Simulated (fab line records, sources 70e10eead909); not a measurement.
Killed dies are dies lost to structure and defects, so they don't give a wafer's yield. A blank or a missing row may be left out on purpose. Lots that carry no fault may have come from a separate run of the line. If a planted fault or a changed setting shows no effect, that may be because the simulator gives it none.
fab line records	flow nand_harc
record lots=12	wafers=36	last_day=24
route steps=1159 shown A_CHANNEL_HOLE_D1@473 A_CHANNEL_FILL_D1@500 END@1159
lots that met no fault: from a run of the same line without faults
start_h: the number of hours between the record's first day and the start of the first shown wafer of the lot	wait_h: hours since the lot's step before	" the same as in the row above	L1.1+2: a single row standing in for several wafers	- no value present, or no start provided	* or withheld: withheld	< > ~ a bound
route shown NAME@n: names a module that has steps shown in the file, with the first one's number in the route	usual: mean/standard deviation taken from wafers without a fault	same: alike in all rows	chamber/n: place in a boat	sites: each site's reading	_std_site: the values' standard deviation	_edge_site: mean of outer sites minus mean of inner sites	radius_mm: for every site, how far away it sits from the centre of the wafer	mask NAME#n: copy n	behind: the most recent tool/chamber to have shaped the wafer	hold: the reason the lot was held/the length of the hold in hours/how it ended	device: which transistor (n, p or np) failed to switch	end of line: at the end of the route, the tests of the same wafers	step lacking rows: just its recipe	killed: the dies lost at the first sort to structure and to defects; this is not the yield of the wafer	map: a wafer's dies, marking killed ones x, the rest . and places with no die _
set.NAME: the run value of the setting; set.NAME@STEP: its run value at that earlier step	model.NAME: the simulator's own value behind a step, which no gauge read
steps of the route over a sample of lots; a table a step, a row a wafer
services: when a tool's chamber went out of use (start_h, in hours from the record's first day, below 0 if earlier), for how many hours, and the reason
## steps
# step NHARC_A_CHANNEL_HOLE_D1_ETCH_21
# recipe bias_v=3000	source_w=withheld	pressure_mtorr=20	time_s=514.3	ar_flow_sccm=375	c4f8_flow_sccm=89.3	o2_flow_sccm=35.7	temp_c=-20	target_depth_a=16000	chemistry=C4F8/O2/Ar
# usual drypump_motor_current_A=5.7/0.36	esc_clamp_current_uA=0.0207/0.00045	showerhead_plenum_p_Torr=3.76/0.087	throttle_valve_pct=32.154/0.01
# same time_s=514.3
lot.wafer	tool	chamber	start_h	wait_h	drypump_motor_current_A	esc_clamp_current_uA	rf_hours_counter_h	showerhead_plenum_p_Torr	throttle_valve_pct
L736.1	har_etch-02	1	161.38	0.3	5.3	0.0203	92	3.88	32.160
L736.3	"	1	"	"	5.3	0.0203	-	3.88	32.137
L736.5	"	0	"	"	6.1	0.0212	-	3.69	32.148
L740.1	har_etch-02	1	196.54	0.3	5.3	0.0203	106	3.87	32.153
L740.4	"	1	"	"	5.3	0.0204	-	3.87	32.160
L740.6	"	1	"	"	5.3	0.0204	-	3.87	32.144
L738.2	har_etch-02	0	200.79	0.3	6.0	0.0213	110	3.69	32.152
L738.3	"	0	"	"	6.0	0.0212	-	3.69	32.159
L738.6	"	0	"	"	6.0	0.0213	-	3.69	32.155
L741.4	har_etch-02	0	208.27	0.3	6.0	0.0213	-	3.68	32.147
L741.3	"	1	"	"	5.3	0.0204	-	3.87	32.161
L741.6	"	0	"	"	6.0	0.0213	-	3.68	32.156
L742.1	har_etch-01	0	211.17	0.3	5.5	0.0204	203	3.82	32.141
L742.4	"	0	"	"	5.4	0.0203	-	3.82	32.157
L742.5	"	0	"	"	5.4	0.0203	-	3.82	32.149
L743.2	har_etch-01	1	225.27	0.3	6.0	0.0203	209	3.68	32.144
L743.1	"	0	"	"	5.4	0.0203	209	3.81	32.148
L743.4	"	0	"	"	5.4	0.0203	-	3.82	32.153
L746.4	har_etch-02	1	240.50	0.3	5.3	0.0204	-	3.86	32.144
L746.3	"	0	"	"	6.0	0.0213	-	3.68	32.153
L746.5	"	1	"	"	5.3	0.0204	-	3.86	32.144
L747.2	har_etch-01	0	241.27	0.3	5.4	0.0203	213	3.81	32.153
L747.3	"	1	"	"	6.0	0.0203	-	3.67	32.181
L747.6	"	1	"	"	6.0	0.0203	-	3.67	32.155
L755.1	har_etch-01	1	288.76	0.3	6.0	0.0203	239	3.66	32.131
L755.2	"	0	"	"	5.4	0.0203	239	3.80	32.134
L755.3	"	0	"	"	5.4	0.0204	-	3.80	32.151
L757.4	har_etch-02	1	308.45	0.3	5.2	0.0204	-	3.84	32.141
L757.3	"	0	"	"	6.0	0.0213	-	3.66	32.153
L757.6	"	0	"	"	6.0	0.0213	-	3.66	32.140
L759.1	har_etch-02	1	312.56	0.3	5.3	0.0205	163	3.84	32.158
L759.4	"	1	"	"	5.3	0.0204	-	3.84	32.154
L759.5	"	0	"	"	6.0	0.0214	-	3.66	32.145
L758.1	har_etch-02	0	316.64	0.3	6.0	0.0214	167	3.65	32.148
L758.4	"	1	"	"	5.3	0.0204	-	3.84	32.172
L758.6	"	0	"	"	6.0	0.0214	-	3.65	32.166
# step NHARC_A_CHANNEL_HOLE_D1_ETCH_23
# recipe bias_v=5000	source_w=withheld	pressure_mtorr=20	time_s=819	ar_flow_sccm=375	c4f8_flow_sccm=89.3	o2_flow_sccm=35.7	temp_c=-20	target_depth_a=16000	chemistry=C4F8/O2/Ar
# usual drypump_motor_current_A=5.7/0.36	esc_clamp_current_uA=0.0207/0.00045	showerhead_plenum_p_Torr=3.76/0.087	throttle_valve_pct=32.155/0.0082
# same time_s=819
lot.wafer	tool	chamber	start_h	wait_h	drypump_motor_current_A	esc_clamp_current_uA	rf_hours_counter_h	showerhead_plenum_p_Torr	throttle_valve_pct
L736.1	har_etch-02	1	162.38	0.5	5.3	0.0203	93	3.88	32.166
L736.3	"	1	"	"	5.3	0.0204	-	3.88	32.152
L736.5	"	0	"	"	6.0	0.0213	-	3.69	32.145
L740.1	har_etch-02	1	197.54	0.5	5.3	0.0203	107	3.87	32.145
L740.4	"	1	"	"	5.3	0.0204	-	3.87	32.162
L740.6	"	1	"	"	5.3	0.0204	-	3.87	32.161
L738.2	har_etch-02	0	201.86	0.5	6.0	0.0213	111	3.68	32.147
L738.3	"	0	"	"	6.0	0.0212	-	3.68	32.144
L738.6	"	0	"	"	6.0	0.0213	-	3.68	32.149
L741.4	har_etch-02	0	209.36	0.5	6.0	0.0213	-	3.68	32.145
L741.3	"	1	"	"	5.3	0.0204	-	3.87	32.152
L741.6	"	0	"	"	6.0	0.0214	-	3.68	32.169
L742.1	har_etch-01	0	212.17	0.5	5.4	0.0203	204	3.82	32.157
L742.4	"	0	"	"	5.4	0.0203	-	3.82	32.145
L742.5	"	0	"	"	5.4	0.0203	-	3.82	32.150
L743.2	har_etch-01	1	226.29	0.5	6.0	0.0203	210	3.68	32.158
L743.1	"	0	"	"	5.4	0.0203	210	3.81	32.159
L743.4	"	0	"	"	5.4	0.0203	-	3.81	32.150
L746.4	har_etch-02	1	241.59	0.5	5.3	0.0204	-	3.86	32.142
L746.3	"	0	"	"	6.1	0.0213	-	3.68	32.169
L746.5	"	1	"	"	5.3	0.0205	-	3.86	32.157
L747.2	har_etch-01	0	242.27	0.5	5.4	0.0203	214	3.81	32.166
L747.3	"	1	"	"	6.0	0.0203	-	3.67	32.159
L747.6	"	1	"	"	6.0	0.0204	-	3.67	32.155
L755.1	har_etch-01	1	289.77	0.5	6.0	0.0203	240	3.66	32.168
L755.2	"	0	"	"	5.4	0.0203	240	3.80	32.146
L755.3	"	0	"	"	5.4	0.0203	-	3.80	32.164
L757.4	har_etch-02	1	309.54	0.5	5.3	0.0205	-	3.84	32.163
L757.3	"	0	"	"	6.1	0.0213	-	3.66	32.154
L757.6	"	0	"	"	6.0	0.0213	-	3.66	32.153
L759.1	har_etch-02	1	313.61	0.5	5.3	0.0205	164	3.84	32.153
L759.4	"	1	"	"	5.3	0.0204	-	3.84	32.163
L759.5	"	0	"	"	6.1	0.0213	-	3.66	32.153
L758.1	har_etch-02	0	317.65	0.5	6.0	0.0213	168	3.65	32.162
L758.4	"	1	"	"	5.3	0.0205	-	3.84	32.152
L758.6	"	0	"	"	6.0	0.0213	-	3.65	32.156
# step NHARC_A_CHANNEL_HOLE_D1_ETCH_25
# recipe bias_v=5000	source_w=withheld	pressure_mtorr=20	time_s=1040.2	ar_flow_sccm=375	c4f8_flow_sccm=93.8	o2_flow_sccm=31.2	temp_c=-20	target_depth_a=15000	chemistry=C4F8/O2/Ar
# usual drypump_motor_current_A=5.7/0.36	esc_clamp_current_uA=0.0207/0.00044	showerhead_plenum_p_Torr=3.75/0.087	throttle_valve_pct=32.235/0.0088
# same time_s=1040.2
lot.wafer	tool	chamber	start_h	wait_h	drypump_motor_current_A	esc_clamp_current_uA	rf_hours_counter_h	showerhead_plenum_p_Torr	throttle_valve_pct
L736.1	har_etch-02	1	163.83	0.6	5.3	0.0204	95	3.87	32.250
L736.3	"	1	"	"	5.3	0.0203	-	3.87	32.231
L736.5	"	0	"	"	6.0	0.0212	-	3.69	32.218
L740.1	har_etch-02	1	199.02	0.6	5.3	0.0204	108	3.87	32.243
L740.4	"	1	"	"	5.3	0.0204	-	3.87	32.233
L740.6	"	1	"	"	5.3	0.0204	-	3.87	32.228
L738.2	har_etch-02	0	203.37	0.7	6.0	0.0213	112	3.68	32.227
L738.3	"	0	"	"	6.0	0.0213	-	3.68	32.218
L738.6	"	0	"	"	6.0	0.0213	-	3.68	32.245
L741.4	har_etch-02	0	210.86	0.7	6.1	0.0213	-	3.68	32.234
L741.3	"	1	"	"	5.3	0.0204	-	3.86	32.242
L741.6	"	0	"	"	6.1	0.0213	-	3.68	32.229
L742.1	har_etch-01	0	213.63	0.6	5.4	0.0204	206	3.81	32.239
L742.4	"	0	"	"	5.4	0.0204	-	3.81	32.234
L742.5	"	0	"	"	5.4	0.0203	-	3.81	32.254
L743.2	har_etch-01	1	227.76	0.6	6.0	0.0203	211	3.67	32.238
L743.1	"	0	"	"	5.5	0.0203	211	3.81	32.243
L743.4	"	0	"	"	5.4	0.0204	-	3.81	32.224
L746.4	har_etch-02	1	243.11	0.7	5.3	0.0203	-	3.86	32.227
L746.3	"	0	"	"	6.0	0.0212	-	3.67	32.244
L746.5	"	1	"	"	5.3	0.0204	-	3.86	32.233
L747.2	har_etch-01	0	243.72	0.6	5.4	0.0203	215	3.81	32.235
L747.3	"	1	"	"	6.0	0.0203	-	3.67	32.225
L747.6	"	1	"	"	6.0	0.0203	-	3.67	32.241
L755.1	har_etch-01	1	291.23	0.6	6.0	0.0204	241	3.65	32.224
L755.2	"	0	"	"	5.4	0.0203	241	3.79	32.241
L755.3	"	0	"	"	5.4	0.0204	-	3.79	32.245
L757.4	har_etch-02	1	311.07	0.7	5.3	0.0203	-	3.84	32.235
L757.3	"	0	"	"	6.0	0.0213	-	3.65	32.232
L757.6	"	0	"	"	6.1	0.0213	-	3.65	32.220
L759.1	har_etch-02	1	315.09	0.6	5.3	0.0204	166	3.83	32.250
L759.4	"	1	"	"	5.3	0.0205	-	3.83	32.238
L759.5	"	0	"	"	6.1	0.0213	-	3.65	32.224
L758.1	har_etch-02	0	319.12	0.6	6.0	0.0213	169	3.65	32.251
L758.4	"	1	"	"	5.3	0.0204	-	3.83	32.239
L758.6	"	0	"	"	6.1	0.0214	-	3.65	32.223
# step NHARC_A_CHANNEL_FILL_D1_ETCHBACK_20
# recipe target_depth_a=270	time_s=13.5	c4f8_flow_sccm=withheld	o2_flow_sccm=8	ar_flow_sccm=withheld	rf_w=600	bias_w=1500	chemistry=C4F8/O2/Ar
# usual oes_product_au=0.95/0.036	rf_vpp_V=977/5.3
# same time_s=13.5
lot.wafer	tool	chamber	start_h	wait_h	oes_product_au	rf_hours_counter_h	rf_vpp_V
L736.3	rie_diel-05	2	190.31	-	1.00	0	971
L736.1	"	0	"	"	1.00	0	979
L736.5	"	2	"	"	0.99	-	974
L738.3	rie_diel-05	1	228.53	-	0.97	1	981
L738.2	"	0	"	"	0.99	1	977
L738.6	"	2	"	"	0.99	-	974
L740.1	rie_diel-05	3	228.58	-	0.99	1	981
L740.4	"	2	"	"	1.00	1	972
L740.6	"	3	"	"	0.99	-	982
L741.3	rie_diel-01	1	237.65	-	0.93	4	981
L741.4	"	2	"	"	0.91	3	986
L741.6	"	0	"	"	0.93	-	972
L742.4	rie_diel-01	2	241.57	-	0.99	4	985
L742.1	"	3	"	"	1.01	4	971
L742.5	"	1	"	"	1.00	-	982
L743.1	rie_diel-01	2	255.99	-	0.91	4	985
L743.4	"	3	"	"	0.93	4	970
L743.2	"	0	"	"	0.94	4	974
L747.3	rie_diel-01	1	270.20	-	0.93	5	981
L747.2	"	2	"	"	0.92	4	987
L747.6	"	3	"	"	0.93	-	969
L746.3	rie_diel-01	2	270.23	-	0.91	4	987
L746.4	"	3	"	"	0.94	5	967
L746.5	"	3	"	"	0.94	-	969
L755.1	rie_diel-05	2	319.07	-	1.00	4	974
L755.3	"	0	"	"	0.76	3	978
L755.2	"	1	"	"	0.98	3	980
L757.4	rie_diel-01	3	344.44	-	1.00	1	969
L757.3	"	2	"	"	1.00	1	988
L757.6	"	0	"	"	1.01	-	974
L759.4	rie_diel-10	3	344.45	-	0.90	32	973
L759.1	"	1	"	"	0.96	30	976
L759.5	"	2	"	"	0.92	-	969
L758.4	rie_diel-10	1	347.43	-	0.94	32	976
L758.1	"	0	"	"	0.90	32	981
L758.6	"	2	"	"	0.92	-	968
# step NHARC_END_SORT_01
# recipe temp_c=25
# usual killed_at_array=28/11	killed_at_other=0.5/0.87	killed_at_periphery=2.9/2.2	killed_dies=32/11	killed_open=3.2/1.9	killed_short=1.8/1.4
# same gross_dies=677
lot.wafer	tool	chamber	start_h	wait_h	killed_at_array	killed_at_other	killed_at_periphery	killed_dies	killed_open	killed_short
L755.1	prober-01	0	550.75	2.5	37	0	0	37	1	0
L755.2	prober-01	0	551.56	2.8	53	0	3	56	1	4
L755.3	prober-01	0	552.36	3.1	677	0	0	677	5	1
# killed by level:class
L755.1 A_SLIT:chamber_film_flake=17 A_CHANNEL_HOLE_D1:chamber_film_flake=12 A_CONTACT:chamber_film_flake=3 A_ZERO_WELL:chamber_film_flake=2 A_ONON_D1:geometric_particle:open=1 A_STAIRCASE:chamber_film_flake=1 A_WL_FILL:chamber_film_flake=1
L755.2 A_SLIT:chamber_film_flake=19 A_CHANNEL_HOLE_D1:chamber_film_flake=18 A_CONTACT:chamber_film_flake=7 A_STAIRCASE:chamber_film_flake=3 A_CHANNEL_HOLE_D1:geometric_particle:short=2 P_STI:geometric_particle:open=1 A_SLIT:geometric_particle:short=1 A_WL_FILL:geometric_particle:short=1
L755.3 A_CHANNEL_FILL_D1:area_etchback=625 A_SLIT:chamber_film_flake=20 A_CHANNEL_HOLE_D1:chamber_film_flake=20 A_CONTACT:chamber_film_flake=3 A_STAIRCASE:chamber_film_flake=2 A_ONON_D1:geometric_particle:open=1 A_CHANNEL_HOLE_D1:geometric_particle:open=1 A_SGD_CUT:geometric_particle:open=1
## services
tool	chamber	start_h	hours	kind
rie_diel-01	-	137.80	9.0	pm
rie_diel-01	0	137.80	9.0	vent_cycle
rie_diel-01	1	137.80	9.0	vent_cycle
rie_diel-01	2	137.80	9.0	vent_cycle
rie_diel-01	3	137.80	9.0	vent_cycle
rie_diel-01	0	146.80	-	clean
rie_diel-01	1	146.80	-	clean
rie_diel-01	2	146.80	-	clean
rie_diel-01	3	146.80	-	clean
rie_diel-05	-	163.60	9.0	pm
rie_diel-10	-	176.51	9.0	pm
rie_diel-01	-	188.09	1.9	repair
rie_diel-01	1	271.79	3.1	repair
rie_diel-10	3	284.07	2.3	repair
rie_diel-05	1	290.79	1.9	repair
har_etch-01	-	305.00	17.0	pm
har_etch-01	0	305.00	17.0	vent_cycle
har_etch-01	1	305.00	17.0	vent_cycle
rie_diel-01	-	314.80	9.0	pm
har_etch-01	0	322.00	-	clean
har_etch-01	0	322.00	-	consumable_replace:focus_ring
har_etch-01	1	322.00	-	clean
har_etch-01	1	322.00	-	consumable_replace:focus_ring
rie_diel-05	-	340.60	9.0	pm
## key
first_sign step=NHARC_A_CHANNEL_FILL_D1_ETCHBACK_20	reading=oes_product_au	direction=down	sigmas=5.4	usual=0.95	struck=0.76
effect step=NHARC_END_SORT_01	reading=killed_at_array	direction=up	sigmas=59	usual=28	struck=677
more_kills_born_at NHARC_A_CHANNEL_FILL_D1_ETCHBACK_20@rie_diel-05=625
met_at NHARC_A_CHANNEL_FILL_D1_ETCHBACK_20
struck_lots L755
struck_wafers L755.3
later_rows_left_out L755.3
tester_left_out L755
not_acting_at NHARC_A_CHANNEL_HOLE_D1_ETCH_21,NHARC_A_CHANNEL_HOLE_D1_ETCH_23,NHARC_A_CHANNEL_HOLE_D1_ETCH_25
onset_between 228.53 319.07
fault kind=process_parameter_drift	tool=rie_diel-05	chamber=0	onset_h=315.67	steps=NHARC_A_CHANNEL_FILL_D1_ETCHBACK_20	channel=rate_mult	offset=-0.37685	shape=step	end_h=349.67
# tester_left_out: of these lots the tester's yield and bins aren't shown, on N5 and GAA mostly nor the transistor test; their killed dies are dies lost to structure and defects alone, not to doping, threshold or leakage, so they don't give the yield
# later_rows_left_out: the simulator's readings of these wafers behind a module that went badly wrong aren't trusted and aren't shown, but for the sort
